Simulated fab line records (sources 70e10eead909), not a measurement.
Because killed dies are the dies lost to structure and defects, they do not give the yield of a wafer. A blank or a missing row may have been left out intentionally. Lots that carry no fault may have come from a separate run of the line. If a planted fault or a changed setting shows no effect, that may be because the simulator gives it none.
What tool caused it?    flow nand-harc    6 lots, 18 wafers sampled, at 5 steps of a route of 1302

WHAT THE GAUGES SHOWED, per wafer
NHARC_A_BLC_INSPECT_28.
lot   measured      on                 raw-defect-count
L233  day 24 06:07  defect-inspect-01  614 557 533
L237  day 26 18:17  defect-inspect-01  6526 6814 6788
L245  day 30 06:49  defect-inspect-02  472 429 501
L246  day 30 14:46  defect-inspect-02  526 694 398
L248  day 30 23:28  defect-inspect-02  544 633 385
L247  day 31 14:06  defect-inspect-02  338 350 343

EACH LOT AND THE TOOL THAT RAN IT (in order: tool; ch and the chambers of the sampled wafers; start)
lot   NHARC_A_CONTACT_CVD_19                    NHARC_A_BLC_ETCH_17                            NHARC_A_BLC_DEGAS_30          NHARC_A_BLC_CMP_25
L233  cvd-w-02 ch 0,1, day 24 04:44 or earlier  rie-diel-06 ch 0,2, day 24 04:44 or earlier    pvd-sputter-01, day 24 04:44  cmp-01 ch 0,1,3, day 24 05:45
L237  cvd-w-01 ch 0,1, day 26 16:52 or earlier  rie-diel-06 ch 0,1,2, day 26 16:52 or earlier  pvd-sputter-02, day 26 16:52  cmp-02 ch 1,2,3, day 26 17:56
L245  cvd-w-01 ch 0,1, day 30 05:26 or earlier  rie-diel-09 ch 0,1,3, day 30 05:26 or earlier  pvd-sputter-01, day 30 05:26  cmp-02 ch 0,2,3, day 30 06:26
L246  cvd-w-02 ch 1, day 30 13:24 or earlier    rie-diel-06 ch 0,1, day 30 13:24 or earlier    pvd-sputter-01, day 30 13:24  cmp-02 ch 0,3, day 30 14:22
L248  cvd-w-02 ch 0,1, day 30 22:05 or earlier  rie-diel-06 ch 0,3, day 30 22:05 or earlier    pvd-sputter-03, day 30 22:05  cmp-02 ch 1,2,3, day 30 23:07
L247  cvd-w-02 ch 0,1, day 31 12:46 or earlier  rie-diel-09 ch 0,1,2, day 31 12:46 or earlier  pvd-sputter-01, day 31 12:46  cmp-01 ch 1,2, day 31 13:44
- NHARC_A_CONTACT_CVD_19: deposits W, target thk 300 nm, time 802 s.
- NHARC_A_BLC_ETCH_17: etches the open film in N2/H2, target depth 390 nm, time 609.38 s.
- NHARC_A_BLC_DEGAS_30: time 60 s.
- NHARC_A_BLC_CMP_25: polishes, t overpolish 30 s, target thk 150 nm.

THE ANSWER, worked out from the rows above alone
Rule: usual is defined by the lots themselves. Put in order of their means at a reading, lots are off if they are a third of the lots or fewer, leave a main group of 4 or more, and stand apart from it by a gap of 3 or more times the standard deviation of the main group's means; of several such gaps the widest counts. The tables above print the reading to a certain number of digits; a main group whose means all agree to those digits is not used. Also off: a lot with no number at a reading for which 4 or more lots have one. The other lots that the step has rows for count as sound.
Off: L237 (NHARC_A_BLC_INSPECT_28, raw-defect-count). Mean 488 and standard deviation 79 in the main group.
A tool fits if, at a process step before that reading, it ran every lot that is off, and no sound lot after the first of them. The gauges at NHARC_A_BLC_INSPECT_28 are tried like those tools. NHARC_A_CONTACT_CVD_19 gives no start for some lots, so the hours and the order of its lots are those of NHARC_A_BLC_DEGAS_30. NHARC_A_BLC_ETCH_17 gives no start for some lots, so the hours and the order of its lots are those of NHARC_A_BLC_DEGAS_30. Can't be told from this: 2 tools fit, pvd-sputter-02 at NHARC_A_BLC_DEGAS_30, defect-inspect-01 at NHARC_A_BLC_INSPECT_28.

WHAT THE SIMULATOR PUT IN
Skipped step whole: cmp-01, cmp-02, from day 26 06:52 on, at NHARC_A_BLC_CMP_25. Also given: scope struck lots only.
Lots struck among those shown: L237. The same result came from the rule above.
